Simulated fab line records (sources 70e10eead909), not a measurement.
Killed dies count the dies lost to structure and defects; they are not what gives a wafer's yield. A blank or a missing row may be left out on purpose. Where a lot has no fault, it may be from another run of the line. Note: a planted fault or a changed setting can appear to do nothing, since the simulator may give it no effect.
Matching of chambers | flow nand_harc | 4 sister chambers for NHARC_A_SLIT_ETCH_29 on rie_diel-06
The step etches the open film in CF4/O2, target depth 100 nm, overetch 10 nm, time 55 s. 14 wafers are shown with their chamber, then 7 later ones without.

== WAFERS, EACH WITH ITS CHAMBER ==
wafer  | chamber | showerhead_plenum_p_Torr (Torr) | drypump_motor_current_A (A) | rf_vpp_V (V)
L079.2 | 3       | 1.30                            | 6.16                        | 197.3
L079.4 | 0       | 1.34                            | 5.39                        | 197.4
L079.5 | 0       | 1.34                            | 5.36                        | 197.3
L080.3 | 1       | 1.43                            | 5.80                        | 199.7
L080.4 | 3       | 1.30                            | 6.17                        | 197.8
L080.6 | 2       | 1.26                            | 5.74                        | 195.5
L084.2 | 2       | 1.25                            | 5.72                        | 194.4
L084.3 | 0       | 1.34                            | 5.36                        | 198.6
L084.4 | 1       | 1.43                            | 5.79                        | 200.5
L086.1 | 0       | 1.34                            | 5.39                        | 198.2
L086.2 | 3       | 1.30                            | 6.17                        | 196.8
L086.5 | 1       | 1.43                            | 5.80                        | 199.4
L088.1 | 3       | 1.30                            | 6.18                        | 198.9
L088.3 | 0       | 1.34                            | 5.38                        | 197.0

SIGNATURES, as means of the wafers listed above
reading                  | chamber 0 | chamber 1 | chamber 2 | chamber 3 | scatter within a chamber
showerhead_plenum_p_Torr | 1.3400    | 1.4300    | 1.2550    | 1.3000    | 0.00224
drypump_motor_current_A  | 5.3760    | 5.7967    | 5.7300    | 6.1700    | 0.0118
rf_vpp_V                 | 197.700   | 199.867   | 194.950   | 197.700   | 0.74
Rule: a wafer lies at a distance from a chamber equal to the root of the sum of squares, over the readings, of (its reading less the chamber's mean, divided by the reading's scatter). If the next closest chamber is less than 2 further off than the closest, the wafer can't be placed; otherwise it belongs to the closest. How the scatter is found: for the shown wafers, subtract from each reading the mean of its chamber, square and add these, divide the total by (wafers less chambers), then take the root.

== WAFERS WITHOUT THEIR CHAMBER ==
wafer  | showerhead_plenum_p_Torr (Torr) | drypump_motor_current_A (A) | rf_vpp_V (V)
L088.4 | 1.26                            | 5.74                        | 196.4
L089.1 | 1.43                            | 5.81                        | 199.2
L089.2 | 1.30                            | 6.16                        | 197.3
L089.3 | 1.25                            | 5.74                        | 196.5
L097.1 | 1.25                            | 5.74                        | 195.5
L097.5 | 1.43                            | 5.77                        | 199.7
L097.6 | 1.34                            | 5.35                        | 198.3

== EACH ONE'S CHAMBER ==
wafer  | from the rows above | in truth
L088.4 | 2                   | 2
L089.1 | 1                   | 1
L089.2 | 3                   | 3
L089.3 | 2                   | 2
L097.1 | 2                   | 2
L097.5 | 1                   | 1
L097.6 | 0                   | 0
7 of 7 placed correctly. From these rows, 0 cannot be placed. Wrongly placed: 0.
